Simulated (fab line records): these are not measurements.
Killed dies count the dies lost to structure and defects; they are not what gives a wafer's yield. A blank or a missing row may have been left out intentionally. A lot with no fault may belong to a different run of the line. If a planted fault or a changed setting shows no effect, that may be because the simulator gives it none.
fab line records	flow n5Finfet
record: lots: 24	wafers: 72	lastDay: 18
route steps=1938 shown BEOL_M4@1063 BEOL_M5@1132
lots with no fault: from the same line, run without faults
startH: hours from the record's opening day to when the first of the lot's shown wafers began	waitH: time in hours since the lot's previous step	" unchanged from the row above	L1.1+2: several wafers, shown together as one row	- no value, or no start was given	* or withheld: withheld	< > ~ a bound
route shown NAME@n: NAME is a module with steps in the file, n the number in the route of the first one	usual: the fault-free wafers' mean and standard deviation	same: alike in all rows	chamber/n: place in a boat	sites: readings site by site	_std_site: standard deviation across them	_edge_site: mean of outer sites minus mean of inner sites	radiusMm: how far each site lies from the wafer's centre	mask NAME#n: copy n	behind: the last tool/chamber to shape the wafer	hold: why the lot was held/for how many hours/how that ended	device: the transistor (n, p or np) that didn't switch	end of line: tests run on the same wafers once the route is complete	a step without rows: its recipe alone	killed: dies lost to structure and defects at the first sort, not the wafer's yield	map: the dies of a wafer, with x for killed, . for not killed, _ for no die there
set.NAME: the setting the step ran with; set.NAME@STEP: the setting that earlier step ran with	model.NAME: the simulator's own value behind a step, which no gauge read
steps of the route over a sample of lots; a table a step, a row a wafer
services: from which hour (startH, from the record's first day; less than 0 if before it) a tool's chamber was out of use, for how many hours, and why
== steps ==
step: N5_BEOL_M4_ETCHBACK_99
recipe: chemistry: CHF3	target: SiO2	targetDepthA: 50	timeS: 10.4	sourceW: 215	biasW: 47	Ar_flow_sccm: 200	CHF3_flow_sccm: 12	ionEnergyEv: 100	pressureMtorr: 30
usual: drypumpMotorCurrentA: 5.7/0.47	oesProductAu: 0.79/0.1	rfVppV: 243/5.4	showerheadPlenumPTorr: 2.17/0.081	throttleValvePct: 17.03/0.2
lot.wafer	tool	chamber	startH	waitH	drypumpMotorCurrentA	oesProductAu	rfHoursCounterH	rfVppV	showerheadPlenumPTorr	throttleValvePct
L074.3	rieDiel-04	1	156.76	3.8	6.3	0.67	244	233	2.11	17.04
L074.4	"	2	"	"	5.6	0.70	217	242	2.03	17.21
L074.5	"	0	"	"	6.7	0.67	-	246	2.03	17.42
L075.2	rieDiel-04	1	162.83	3.9	6.3	0.68	247	234	2.11	17.04
L075.5	"	3	"	"	6.4	0.89	-	251	2.21	17.14
L075.6	"	2	"	"	5.6	0.71	-	243	2.03	17.20
L076.1	rieDiel-02	3	181.95	1.3	5.6	0.74	173	245	2.16	17.16
L076.4	"	0	"	"	5.3	0.70	202	241	2.03	16.87
L076.6	"	0	"	"	5.3	0.72	-	241	2.03	16.86
L077.3	rieDiel-03	1	199.57	5.7	5.3	0.82	82	240	2.16	16.74
L077.5	"	3	"	"	5.7	0.97	-	232	2.30	16.93
L077.6	"	0	"	"	5.6	0.72	-	242	2.12	16.92
L080.3	rieDiel-02	3	199.96	5.2	5.6	0.74	180	243	2.16	17.16
L080.4	"	2	"	"	5.3	0.70	236	239	2.22	17.43
L080.5	"	0	"	"	5.3	0.70	-	243	2.02	16.87
L079.3	rieDiel-04	3	200.05	6.5	6.4	0.87	46	248	2.21	17.15
L079.4	"	3	"	"	6.4	0.88	-	248	2.21	17.18
L079.6	"	0	"	"	6.7	0.93	-	251	2.29	17.01
L078.1	rieDiel-02	2	204.36	4.8	5.2	0.70	237	240	2.22	17.45
L078.2	"	0	"	"	5.3	0.71	211	243	2.02	16.89
L078.5	"	3	"	"	5.6	0.74	-	243	2.16	17.18
L082.2	rieDiel-02	0	206.09	4.2	5.3	0.71	212	242	2.02	16.87
L082.3	"	2	"	"	5.2	0.70	238	240	2.22	17.45
L082.6	"	3	"	"	5.6	0.74	-	243	2.16	17.17
L083.2	rieDiel-02	2	208.92	2.1	5.2	0.69	239	241	2.22	17.45
L083.5	"	0	"	"	5.3	0.70	-	243	2.02	16.87
L083.6	"	3	"	"	5.6	0.73	-	244	2.16	17.18
L081.1	rieDiel-02	0	216.08	5.1	5.3	0.70	215	244	2.02	16.90
L081.5	"	2	"	"	5.3	0.69	-	240	2.21	17.45
L081.6	"	3	"	"	5.6	0.73	-	244	2.16	17.17
L084.1	rieDiel-02	1	234.53	2.7	6.3	0.70	232	251	2.23	17.16
L084.3	"	2	"	"	5.2	0.69	247	240	2.21	17.47
L084.4	"	3	"	"	5.6	0.72	192	244	2.16	17.17
L085.1	rieDiel-04	0	236.94	0.5	6.7	0.89	20	251	2.29	17.03
L085.4	"	0	"	"	6.7	0.89	-	251	2.29	17.02
L085.6	"	1	"	"	6.3	0.95	-	234	2.11	16.67
L086.1	rieDiel-03	3	244.65	5.2	5.7	0.92	20	230	2.30	16.95
L086.3	"	0	"	"	5.7	0.71	214	242	2.12	16.95
L086.5	"	3	"	"	5.7	0.92	-	231	2.30	16.94
L087.1	rieDiel-04	2	253.54	7.3	5.6	0.99	0	246	2.28	16.76
L087.4	"	1	"	"	6.3	0.94	20	234	2.10	16.68
L087.5	"	1	"	"	6.3	0.93	-	234	2.10	16.68
L088.1	rieDiel-03	0	256.65	1.5	5.6	0.72	218	243	2.12	16.95
L088.3	"	1	"	"	5.3	0.80	100	241	2.15	16.76
L088.4	"	3	"	"	5.7	0.92	24	231	2.29	16.96
L089.1	rieDiel-03	3	271.07	6.5	5.7	0.90	29	230	2.29	16.98
L089.4	"	0	"	"	5.6	0.71	221	243	2.12	16.97
L089.5	"	3	"	"	5.7	0.90	-	231	2.29	16.99
L091.2	rieDiel-03	0	272.52	4.7	5.6	0.72	222	244	2.12	16.95
L091.3	"	1	"	"	5.3	0.80	105	240	2.15	16.78
L091.6	"	0	"	"	5.6	0.72	-	243	2.12	16.97
L090.1	rieDiel-04	3	272.77	4.7	6.4	0.83	73	249	2.20	17.24
L090.2	"	0	"	"	6.7	0.87	34	251	2.28	17.04
L090.5	"	1	"	"	6.3	0.92	-	235	2.10	16.67
L092.2	rieDiel-03	0	276.06	7.5	5.6	0.71	223	244	2.12	16.96
L092.3	"	1	"	"	5.3	0.79	107	242	2.15	16.79
L092.4	"	2	"	"	5.4	0.76	135	246	2.15	16.91
L093.1	rieDiel-02	2	280.02	7.1	5.2	1.00	3	240	2.21	17.04
L093.3	"	3	"	"	5.6	0.70	213	244	2.15	17.22
L093.6	"	2	"	"	5.2	1.00	-	241	2.21	17.05
L094.2	rieDiel-03	2	293.80	6.4	5.4	0.75	140	246	2.15	16.91
L094.3	"	1	"	"	5.3	0.78	112	240	2.15	16.80
L094.5	"	1	"	"	5.3	0.79	-	240	2.15	16.78
L095.1	rieDiel-02	3	301.31	13.5	5.6	0.70	222	242	2.15	17.27
L095.3	"	2	"	"	5.2	0.96	13	240	2.21	17.04
L095.4	"	3	"	"	5.6	0.69	-	243	2.15	17.26
L096.1	rieDiel-02	1	309.28	1.0	6.2	0.94	9	250	2.22	16.75
L096.3	"	2	"	"	5.3	0.95	17	241	2.21	17.07
L096.5	"	3	"	"	5.6	0.71	-	243	2.15	17.25
L097.1	rieDiel-02	3	309.78	2.7	5.6	0.70	227	243	2.15	17.25
L097.3	"	2	"	"	5.2	0.94	17	239	2.21	17.08
L097.5	"	2	"	"	5.2	0.94	-	240	2.21	17.05
step: N5_BEOL_M4_SPUTTER_79
recipe: material: Cu	targetThkA: 45	tempC: -20	chamberPressurePa: 0.07	powerW: withheld	timeS: 8.29
usual: throttleValvePct: 29.8/1.1
lot.wafer	tool	chamber	startH	waitH	throttleValvePct
L074.3	pvdSputter-03	-	158.52	0.1	29.1
L074.4	"	-	"	"	28.5
L074.5	"	-	"	"	29.4
L075.2	pvdSputter-01	-	164.56	0.1	31.3
L075.5	"	-	"	"	28.5
L075.6	"	-	"	"	31.5
L076.1	pvdSputter-01	-	183.88	0.1	28.3
L076.4	"	-	"	"	31.4
L076.6	"	-	"	"	29.9
L077.3	pvdSputter-02	-	201.64	0.1	32.4
L077.5	"	-	"	"	32.0
L077.6	"	-	"	"	29.8
L080.3	pvdSputter-01	-	202.18	0.1	30.1
L080.4	"	-	"	"	28.1
L080.5	"	-	"	"	28.3
L079.3	pvdSputter-02	-	203.48	0.1	29.6
L079.4	"	-	"	"	29.3
L079.6	"	-	"	"	29.1
L078.1	pvdSputter-01	-	206.07	0.1	28.1
L078.2	"	-	"	"	31.5
L078.5	"	-	"	"	30.1
L082.2	pvdSputter-03	-	207.51	0.1	29.3
L082.3	"	-	"	"	28.8
L082.6	"	-	"	"	29.4
L083.2	pvdSputter-03	-	210.54	0.1	28.5
L083.5	"	-	"	"	28.6
L083.6	"	-	"	"	29.1
L081.1	pvdSputter-03	-	217.77	0.1	29.4
L081.5	"	-	"	"	28.9
L081.6	"	-	"	"	29.3
L084.1	pvdSputter-03	-	236.34	0.1	28.5
L084.3	"	-	"	"	29.3
L084.4	"	-	"	"	28.8
L085.1	pvdSputter-02	-	238.99	0.1	32.4
L085.4	"	-	"	"	29.9
L085.6	"	-	"	"	29.7
L086.1	pvdSputter-01	-	246.72	0.1	28.2
L086.3	"	-	"	"	30.3
L086.5	"	-	"	"	31.3
L087.1	pvdSputter-03	-	255.17	0.1	28.6
L087.4	"	-	"	"	29.4
L087.5	"	-	"	"	30.9
L088.1	pvdSputter-01	-	258.40	0.1	30.1
L088.3	"	-	"	"	28.3
L088.4	"	-	"	"	30.2
L089.1	pvdSputter-01	-	273.88	0.1	30.4
L089.4	"	-	"	"	28.3
L089.5	"	-	"	"	31.4
L091.2	pvdSputter-03	-	274.61	0.1	31.0
L091.3	"	-	"	"	29.0
L091.6	"	-	"	"	29.2
L090.1	pvdSputter-01	-	275.84	0.1	31.5
L090.2	"	-	"	"	30.3
L090.5	"	-	"	"	30.3
L092.2	pvdSputter-03	-	278.19	0.1	31.1
L092.3	"	-	"	"	28.6
L092.4	"	-	"	"	28.8
L093.1	pvdSputter-01	-	282.13	0.1	28.2
L093.3	"	-	"	"	30.3
L093.6	"	-	"	"	30.0
L094.2	pvdSputter-03	-	296.10	0.1	28.7
L094.3	"	-	"	"	29.0
L094.5	"	-	"	"	29.0
L095.1	pvdSputter-02	-	303.43	0.1	28.9
L095.3	"	-	"	"	30.3
L095.4	"	-	"	"	29.8
L096.1	pvdSputter-03	-	311.54	0.1	31.0
L096.3	"	-	"	"	28.9
L096.5	"	-	"	"	28.7
L097.1	pvdSputter-01	-	311.93	0.1	31.7
L097.3	"	-	"	"	30.2
L097.5	"	-	"	"	30.3
step: N5_BEOL_M4_SPUTTER_81
recipe: material: Cu	targetThkA: 45	tempC: -20	chamberPressurePa: 0.07	powerW: withheld	timeS: 8.29
usual: throttleValvePct: 29.9/1.1
lot.wafer	tool	chamber	startH	waitH	throttleValvePct
L074.3	pvdSputter-03	-	158.74	0.1	29.3
L074.4	"	-	"	"	28.8
L074.5	"	-	"	"	29.1
L075.2	pvdSputter-01	-	164.78	0.1	31.5
L075.5	"	-	"	"	28.1
L075.6	"	-	"	"	31.6
L076.1	pvdSputter-01	-	184.10	0.1	28.5
L076.4	"	-	"	"	31.4
L076.6	"	-	"	"	30.1
L077.3	pvdSputter-02	-	201.86	0.1	32.0
L077.5	"	-	"	"	32.3
L077.6	"	-	"	"	29.9
L080.3	pvdSputter-01	-	202.40	0.1	29.8
L080.4	"	-	"	"	28.4
L080.5	"	-	"	"	28.2
L079.3	pvdSputter-02	-	203.70	0.1	30.2
L079.4	"	-	"	"	29.2
L079.6	"	-	"	"	29.3
L078.1	pvdSputter-01	-	206.29	0.1	28.1
L078.2	"	-	"	"	31.5
L078.5	"	-	"	"	30.0
L082.2	pvdSputter-03	-	207.73	0.1	29.0
L082.3	"	-	"	"	28.8
L082.6	"	-	"	"	28.9
L083.2	pvdSputter-03	-	210.76	0.1	28.5
L083.5	"	-	"	"	28.5
L083.6	"	-	"	"	29.3
L081.1	pvdSputter-03	-	217.99	0.1	29.2
L081.5	"	-	"	"	28.8
L081.6	"	-	"	"	29.1
L084.1	pvdSputter-03	-	236.56	0.1	28.8
L084.3	"	-	"	"	29.4
L084.4	"	-	"	"	29.0
L085.1	pvdSputter-02	-	239.21	0.1	32.3
L085.4	"	-	"	"	29.9
L085.6	"	-	"	"	30.0
L086.1	pvdSputter-01	-	246.94	0.1	27.9
L086.3	"	-	"	"	30.1
L086.5	"	-	"	"	31.6
L087.1	pvdSputter-03	-	255.39	0.1	28.4
L087.4	"	-	"	"	29.5
L087.5	"	-	"	"	31.2
L088.1	pvdSputter-01	-	258.62	0.1	30.1
L088.3	"	-	"	"	28.1
L088.4	"	-	"	"	30.3
L089.1	pvdSputter-01	-	274.10	0.1	30.0
L089.4	"	-	"	"	28.1
L089.5	"	-	"	"	31.6
L091.2	pvdSputter-03	-	274.83	0.1	31.2
L091.3	"	-	"	"	29.4
L091.6	"	-	"	"	29.3
L090.1	pvdSputter-01	-	276.06	0.1	31.5
L090.2	"	-	"	"	30.3
L090.5	"	-	"	"	30.4
L092.2	pvdSputter-03	-	278.41	0.1	31.1
L092.3	"	-	"	"	28.5
L092.4	"	-	"	"	28.9
L093.1	pvdSputter-01	-	282.35	0.1	28.2
L093.3	"	-	"	"	30.1
L093.6	"	-	"	"	30.4
L094.2	pvdSputter-03	-	296.32	0.1	28.8
L094.3	"	-	"	"	29.4
L094.5	"	-	"	"	28.8
L095.1	pvdSputter-02	-	303.65	0.1	29.2
L095.3	"	-	"	"	30.2
L095.4	"	-	"	"	29.9
L096.1	pvdSputter-03	-	311.76	0.1	31.2
L096.3	"	-	"	"	28.9
L096.5	"	-	"	"	28.6
L097.1	pvdSputter-01	-	312.15	0.1	31.4
L097.3	"	-	"	"	30.4
L097.5	"	-	"	"	30.2
step: N5_BEOL_M5_ETCH_62
recipe: chemistry: N2/H2	target: SOC	targetDepthA: 750	overetchA: 150	maskMaterial: SiARC	tempC: 40	timeS: 112.5	ionEnergyEv: 200	pressureMtorr: 30	sourceW: 840	biasW: 150	n2FlowSccm: 200	h2FlowSccm: 200
usual: drypumpMotorCurrentA: 5.9/0.44	oesProductAu: 0.60/0.057	rfVppV: 524.6/2.8	showerheadPlenumPTorr: 2.57/0.096	throttleValvePct: 17.79/0.21
lot.wafer	tool	chamber	startH	waitH	drypumpMotorCurrentA	oesProductAu	rfHoursCounterH	rfVppV	showerheadPlenumPTorr	throttleValvePct
L074.3	rieDiel-01	3	165.10	0.0	5.7	0.57	193	528.2	2.63	17.82
L074.4	"	1	"	"	6.3	0.61	149	528.7	2.65	17.32
L074.5	"	2	"	"	6.4	0.58	-	520.1	2.44	17.66
L075.2	rieDiel-06	2	173.31	0.0	6.4	0.57	197	523.5	2.51	17.68
L075.5	"	3	"	"	6.3	0.63	-	525.0	2.58	17.94
L075.6	"	0	"	"	4.9	0.55	-	520.7	2.38	18.28
L076.1	rieDiel-01	1	190.78	0.0	6.3	0.61	156	526.4	2.64	17.33
L076.4	"	0	"	"	5.5	0.65	75	527.6	2.69	17.85
L076.6	"	2	"	"	6.3	0.58	-	520.2	2.43	17.65
L077.3	rieDiel-05	3	206.85	0.0	5.8	0.57	194	525.9	2.64	18.00
L077.5	"	2	"	"	5.6	0.53	-	526.5	2.60	18.02
L077.6	"	3	"	"	5.8	0.56	-	526.2	2.64	18.02
L080.3	rieDiel-01	1	207.11	0.0	6.3	0.61	161	527.3	2.64	17.33
L080.4	"	0	"	"	5.5	0.65	80	527.2	2.69	17.85
L080.5	"	2	"	"	6.4	0.57	-	518.4	2.43	17.68
L079.3	rieDiel-01	1	209.99	0.0	6.3	0.61	162	526.4	2.64	17.35
L079.4	"	3	"	"	5.8	0.57	207	526.7	2.63	17.85
L079.6	"	2	"	"	6.4	0.57	-	519.8	2.43	17.67
L078.1	rieDiel-01	1	210.96	0.0	6.3	0.60	162	527.2	2.64	17.35
L078.2	"	2	"	"	6.3	0.58	183	520.1	2.43	17.68
L078.5	"	2	"	"	6.3	0.57	-	521.4	2.43	17.67
L082.2	rieDiel-05	0	214.12	0.0	5.5	0.59	145	521.6	2.44	18.08
L082.3	"	2	"	"	5.6	0.53	248	525.6	2.60	18.02
L082.6	"	3	"	"	5.8	0.57	-	526.2	2.64	18.02
L083.2	rieDiel-05	0	216.08	0.0	5.5	0.59	146	520.7	2.44	18.08
L083.5	"	2	"	"	5.6	0.53	-	525.8	2.60	18.04
L083.6	"	1	"	"	6.1	0.55	-	519.6	2.41	17.50
L081.1	rieDiel-06	3	226.75	0.0	6.3	0.62	101	526.2	2.58	17.98
L081.5	"	1	"	"	5.9	0.66	-	523.7	2.59	17.79
L081.6	"	2	"	"	6.4	0.57	-	523.1	2.50	17.69
L084.1	rieDiel-01	2	242.65	0.0	6.4	0.57	191	521.0	2.43	17.68
L084.3	"	3	"	"	5.8	0.57	216	526.5	2.62	17.87
L084.4	"	0	"	"	5.5	0.63	90	527.4	2.68	17.88
L085.1	rieDiel-05	0	244.89	0.0	5.6	0.58	156	521.1	2.43	18.09
L085.4	"	1	"	"	6.1	0.54	240	519.8	2.40	17.53
L085.6	"	1	"	"	6.1	0.55	-	521.1	2.40	17.53
L086.1	rieDiel-06	1	253.75	0.0	5.8	0.64	70	525.1	2.59	17.81
L086.3	"	3	"	"	6.3	0.61	111	524.4	2.57	18.02
L086.5	"	0	"	"	4.9	0.75	-	528.8	2.69	17.81
L087.1	rieDiel-01	0	261.90	0.0	5.5	0.62	96	527.2	2.68	17.87
L087.4	"	3	"	"	5.7	0.56	222	524.9	2.62	17.88
L087.5	"	2	"	"	6.3	0.57	-	520.0	2.43	17.70
L088.1	rieDiel-01	1	263.80	0.0	6.3	0.59	177	524.4	2.64	17.36
L088.3	"	3	"	"	5.7	0.56	223	526.2	2.62	17.89
L088.4	"	2	"	"	6.4	0.57	199	520.4	2.43	17.69
L089.1	rieDiel-06	2	281.09	0.0	6.3	0.55	224	523.5	2.49	17.72
L089.4	"	3	"	"	6.3	0.60	119	525.4	2.57	18.02
L089.5	"	1	"	"	5.8	0.64	-	524.6	2.58	17.81
L091.2	rieDiel-05	0	281.33	0.0	5.5	0.58	167	522.3	2.43	18.11
L091.3	"	3	"	"	5.8	0.56	218	526.9	2.63	18.07
L091.6	"	2	"	"	5.6	0.74	-	525.8	2.60	17.59
L090.1	rieDiel-05	0	282.05	0.0	5.5	0.58	167	521.3	2.43	18.10
L090.2	"	3	"	"	5.8	0.56	218	527.8	2.63	18.05
L090.5	"	2	"	"	5.6	0.74	-	525.9	2.60	17.61
L092.2	rieDiel-06	0	283.75	0.0	4.9	0.73	10	527.9	2.69	17.82
L092.3	"	1	"	"	5.9	0.64	79	523.6	2.58	17.82
L092.4	"	2	"	"	6.4	0.56	225	522.3	2.49	17.72
L093.1	rieDiel-01	2	290.43	0.0	6.4	0.57	206	519.6	2.42	17.70
L093.3	"	3	"	"	5.8	0.56	230	525.5	2.62	17.89
L093.6	"	3	"	"	5.8	0.56	-	524.6	2.62	17.89
L094.2	rieDiel-06	0	301.20	0.0	4.9	0.72	15	528.1	2.69	17.83
L094.3	"	1	"	"	5.8	0.63	83	525.5	2.58	17.82
L094.5	"	0	"	"	4.9	0.72	-	528.7	2.69	17.85
L095.1	rieDiel-06	3	309.72	0.0	6.3	0.60	128	523.9	2.57	18.04
L095.3	"	2	"	"	6.4	0.55	232	524.7	2.49	17.75
L095.4	"	0	"	"	4.9	0.72	18	527.2	2.69	17.85
L096.1	rieDiel-01	3	318.07	0.0	5.7	0.55	238	527.2	2.61	17.90
L096.3	"	0	"	"	5.5	0.62	113	528.5	2.67	17.90
L096.5	"	2	"	"	6.4	0.55	-	521.3	2.42	17.72
L097.1	rieDiel-06	1	318.32	0.0	5.8	0.63	88	523.5	2.58	17.83
L097.3	"	2	"	"	6.4	0.55	235	521.8	2.49	17.76
L097.5	"	2	"	"	6.4	0.55	-	523.7	2.49	17.77
step: N5_BEOL_M5_STRIP_19
recipe: chemistry: O2	powerW: 400	tempC: 40	pressureMtorr: 30	rfFrequencyHz: 6e+07	biasPowerW: 0	overashFraction: 0.2	o2FlowSccm: 225
usual: drypumpMotorCurrentA: 5.9/0.39	oesProductAu: 0.77/0.076	rfVppV: 3.6/0.44	showerheadPlenumPTorr: 2.12/0.079	throttleValvePct: 16.66/0.19
lot.wafer	tool	chamber	startH	waitH	drypumpMotorCurrentA	oesProductAu	rfHoursCounterH	rfVppV	showerheadPlenumPTorr	throttleValvePct
L074.3	rieDiel-06	3	165.49	0.2	6.3	0.81	83	4.5	2.12	16.60
L074.4	"	2	"	"	6.3	0.71	195	3.5	2.10	16.71
L074.5	"	3	"	"	6.3	0.81	-	3.8	2.12	16.61
L075.2	rieDiel-06	0	173.60	0.1	4.9	0.70	247	4.0	1.99	17.33
L075.5	"	2	"	"	6.4	0.71	-	3.9	2.10	16.71
L075.6	"	1	"	"	5.8	0.86	-	3.0	2.13	16.52
L076.1	rieDiel-01	1	191.49	0.5	6.3	0.77	157	4.0	2.20	16.40
L076.4	"	0	"	"	5.5	0.81	-	3.9	2.22	16.74
L076.6	"	1	"	"	6.3	0.78	-	3.2	2.20	16.39
L077.3	rieDiel-01	3	207.26	0.2	5.7	0.72	206	3.6	2.16	16.61
L077.5	"	1	"	"	6.3	0.76	-	4.3	2.20	16.41
L077.6	"	2	"	"	6.4	0.73	-	3.5	1.99	16.53
L080.3	rieDiel-01	2	207.40	0.1	6.4	0.73	182	3.6	1.99	16.52
L080.4	"	0	"	"	5.4	0.81	80	3.4	2.22	16.75
L080.5	"	0	"	"	5.4	0.82	-	3.8	2.22	16.75
L079.3	rieDiel-01	0	210.42	0.2	5.5	0.80	82	3.4	2.22	16.77
L079.4	"	1	"	"	6.3	0.77	162	4.3	2.20	16.40
L079.6	"	2	"	"	6.4	0.73	-	3.2	1.99	16.52
L078.1	rieDiel-01	2	211.24	0.1	6.4	0.73	183	3.6	1.99	16.53
L078.2	"	1	"	"	6.3	0.77	163	3.0	2.20	16.40
L078.5	"	2	"	"	6.4	0.73	-	3.3	1.99	16.52
L082.2	rieDiel-06	3	214.58	0.3	6.3	0.78	96	3.6	2.11	16.64
L082.3	"	3	"	"	6.3	0.79	-	3.4	2.11	16.64
L082.6	"	3	"	"	6.3	0.79	-	4.1	2.11	16.63
L083.2	rieDiel-01	3	216.40	0.1	5.7	0.72	208	3.3	2.16	16.63
L083.5	"	3	"	"	5.7	0.72	-	2.9	2.16	16.63
L083.6	"	0	"	"	5.5	0.80	-	3.8	2.22	16.77
L081.1	rieDiel-06	3	227.03	0.1	6.3	0.79	101	4.3	2.11	16.65
L081.5	"	3	"	"	6.3	0.78	-	3.3	2.11	16.64
L081.6	"	2	"	"	6.3	0.70	-	3.5	2.10	16.72
L084.1	rieDiel-06	1	242.93	0.1	5.8	0.82	66	3.4	2.12	16.57
L084.3	"	3	"	"	6.3	0.77	107	3.7	2.11	16.65
L084.4	"	2	"	"	6.3	0.70	-	3.9	2.09	16.74
L085.1	rieDiel-05	1	245.35	0.3	6.1	0.69	240	2.8	1.97	16.42
L085.4	"	0	"	"	5.5	0.74	157	3.5	2.01	16.91
L085.6	"	2	"	"	5.6	0.99	-	3.8	2.16	16.52
L086.1	rieDiel-06	0	254.18	0.2	4.9	0.99	3	3.1	2.25	16.84
L086.3	"	1	"	"	5.9	0.82	70	4.0	2.12	16.59
L086.5	"	2	"	"	6.3	0.70	-	3.2	2.09	16.75
L087.1	rieDiel-01	3	262.19	0.1	5.7	0.70	222	3.8	2.16	16.65
L087.4	"	2	"	"	6.4	0.72	198	3.3	1.99	16.55
L087.5	"	2	"	"	6.4	0.72	-	3.7	1.99	16.54
L088.1	rieDiel-05	2	264.08	0.1	5.6	0.96	7	3.5	2.16	16.52
L088.3	"	0	"	"	5.5	0.73	162	3.6	2.00	16.92
L088.4	"	1	"	"	6.1	0.68	246	3.8	1.97	16.43
L089.1	rieDiel-05	2	281.52	0.2	5.6	0.94	12	4.3	2.16	16.54
L089.4	"	2	"	"	5.6	0.94	-	3.4	2.16	16.53
L089.5	"	3	"	"	5.8	0.69	-	3.9	2.16	16.89
L091.2	rieDiel-05	3	281.61	0.1	5.8	0.69	218	3.6	2.16	16.89
L091.3	"	2	"	"	5.6	0.94	12	4.3	2.16	16.54
L091.6	"	2	"	"	5.6	0.94	-	4.6	2.16	16.54
L090.1	rieDiel-01	1	282.46	0.2	6.3	0.76	184	3.9	2.19	16.43
L090.2	"	3	"	"	5.7	0.71	228	3.5	2.15	16.67
L090.5	"	3	"	"	5.7	0.71	-	3.7	2.15	16.67
L092.2	rieDiel-01	2	284.06	0.1	6.3	0.71	205	3.9	1.98	16.57
L092.3	"	0	"	"	5.5	0.79	103	4.4	2.21	16.80
L092.4	"	1	"	"	6.3	0.75	184	3.6	2.19	16.44
L093.1	rieDiel-05	2	290.74	0.1	5.6	0.94	16	3.5	2.15	16.56
L093.3	"	0	"	"	5.5	0.73	171	4.5	2.00	16.93
L093.6	"	0	"	"	5.5	0.73	-	3.4	2.00	16.93
L094.2	rieDiel-06	3	301.48	0.1	6.3	0.76	125	3.5	2.10	16.69
L094.3	"	2	"	"	6.3	0.69	230	3.4	2.09	16.79
L094.5	"	3	"	"	6.3	0.76	-	4.1	2.10	16.68
L095.1	rieDiel-01	1	310.01	0.1	6.3	0.75	192	3.3	2.19	16.47
L095.3	"	2	"	"	6.4	0.71	212	3.5	1.98	16.59
L095.4	"	0	"	"	5.5	0.77	110	4.3	2.21	16.82
L096.1	rieDiel-01	3	318.42	0.2	5.7	0.69	238	3.2	2.15	16.66
L096.3	"	0	"	"	5.5	0.78	113	3.2	2.21	16.82
L096.5	"	3	"	"	5.7	0.70	-	2.5	2.15	16.68
L097.1	rieDiel-05	1	318.83	0.3	6.1	0.98	2	3.9	2.23	16.01
L097.3	"	0	"	"	5.5	0.72	183	4.2	2.00	16.97
L097.5	"	0	"	"	5.5	0.72	-	3.6	2.00	16.96
step: N5_BEOL_M5_CD_MEAS_28
recipe: targetCdNm: 30.6	landingEnergyEv: 500	detector: seInlens	targetCdYNm: 20	polarity: opening
usual: cdNm: 30.61/0.27
same: landingEnergyEv: 500
lot.wafer	tool	chamber	startH	waitH	cdNm
L074.3	cdSem-01	0	166.09	-	30.64
L074.4	"	0	"	"	30.34
L074.5	"	0	"	"	30.34
L075.2	cdSem-01	0	174.12	-	30.81
L075.5	"	0	"	"	30.93
L075.6	"	0	"	"	30.85
L076.1	cdSem-01	0	191.87	-	30.26
L076.4	"	0	"	"	30.15
L076.6	"	0	"	"	30.50
L080.3	cdSem-03	0	208.57	-	30.58
L080.4	"	0	"	"	30.80
L080.5	"	0	"	"	31.12
L077.3	cdSem-02	0	208.75	-	30.21
L077.5	"	0	"	"	30.64
L077.6	"	0	"	"	30.36
L078.1	cdSem-02	0	213.38	-	30.40
L078.2	"	0	"	"	30.54
L078.5	"	0	"	"	30.52
L079.3	cdSem-02	0	214.16	-	30.34
L079.4	"	0	"	"	31.38
L079.6	"	0	"	"	30.73
L082.2	cdSem-02	0	215.43	-	30.54
L082.3	"	0	"	"	30.65
L082.6	"	0	"	"	30.06
L083.2	cdSem-02	0	220.50	-	30.73
L083.5	"	0	"	"	30.66
L083.6	"	0	"	"	30.80
L081.1	cdSem-01	0	228.59	-	30.86
L081.5	"	0	"	"	30.63
L081.6	"	0	"	"	30.53
L084.1	cdSem-02	0	243.47	-	30.64
L084.3	"	0	"	"	30.90
L084.4	"	0	"	"	30.94
L085.1	cdSem-02	0	247.39	-	30.27
L085.4	"	0	"	"	30.35
L085.6	"	0	"	"	30.26
L086.1	cdSem-01	0	256.05	-	30.59
L086.3	"	0	"	"	30.92
L086.5	"	0	"	"	30.76
L088.1	cdSem-01	0	264.91	-	30.91
L088.3	"	0	"	"	30.45
L088.4	"	0	"	"	30.27
L087.1	cdSem-03	0	264.96	-	30.37
L087.4	"	0	"	"	30.68
L087.5	"	0	"	"	30.58
L089.1	cdSem-01	0	281.98	-	30.71
L089.4	"	0	"	"	30.57
L089.5	"	0	"	"	30.53
L091.2	cdSem-02	0	283.91	-	30.88
L091.3	"	0	"	"	30.78
L091.6	"	0	"	"	30.97
L090.1	cdSem-01	0	283.95	-	30.73
L090.2	"	0	"	"	30.63
L090.5	"	0	"	"	30.55
L092.2	cdSem-01	0	284.54	-	31.01
L092.3	"	0	"	"	30.98
L092.4	"	0	"	"	31.03
L093.1	cdSem-01	0	291.76	-	30.36
L093.3	"	0	"	"	30.56
L093.6	"	0	"	"	30.31
L094.2	cdSem-02	0	302.01	-	30.28
L094.3	"	0	"	"	30.68
L094.5	"	0	"	"	30.52
L095.1	cdSem-01	0	312.87	-	30.45
L095.3	"	0	"	"	30.38
L095.4	"	0	"	"	30.42
L096.1	cdSem-03	0	319.36	-	30.93
L096.3	"	0	"	"	30.74
L096.5	"	0	"	"	30.44
L097.1	cdSem-01	0	319.47	-	30.97
L097.3	"	0	"	"	31.10
L097.5	"	0	"	"	30.65
== services ==
tool	chamber	startH	hours	kind
pvdSputter-01	-	137.17	2.2	repair
rieDiel-02	-	145.40	4.3	pm
rieDiel-05	0	157.45	2.8	repair
rieDiel-02	-	163.03	3.2	repair
rieDiel-03	3	189.80	9.6	repair
rieDiel-06	2	201.30	23.7	repair
rieDiel-06	3	202.27	7.3	repair
rieDiel-01	-	211.73	3.2	repair
rieDiel-03	-	219.02	2.8	pm
rieDiel-06	0	226.90	-	clean
rieDiel-06	0	226.90	-	consumableReplace:focusRing
rieDiel-06	0	226.90	-	consumableReplace:showerhead
rieDiel-06	0	226.90	20.7	scheduledDown
rieDiel-06	0	226.90	20.7	ventCycle
pvdSputter-01	-	231.67	2.2	repair
pvdSputter-01	-	236.50	2.7	repair
rieDiel-01	-	243.61	0.2	repair
rieDiel-03	0	259.75	6.6	repair
rieDiel-02	0	261.10	2.4	repair
rieDiel-06	0	271.64	2.8	repair
rieDiel-05	2	296.80	2.9	repair
rieDiel-03	0	310.73	1.4	repair
rieDiel-06	3	316.56	4.0	repair
rieDiel-03	2	316.71	5.3	repair
== key ==
fault none
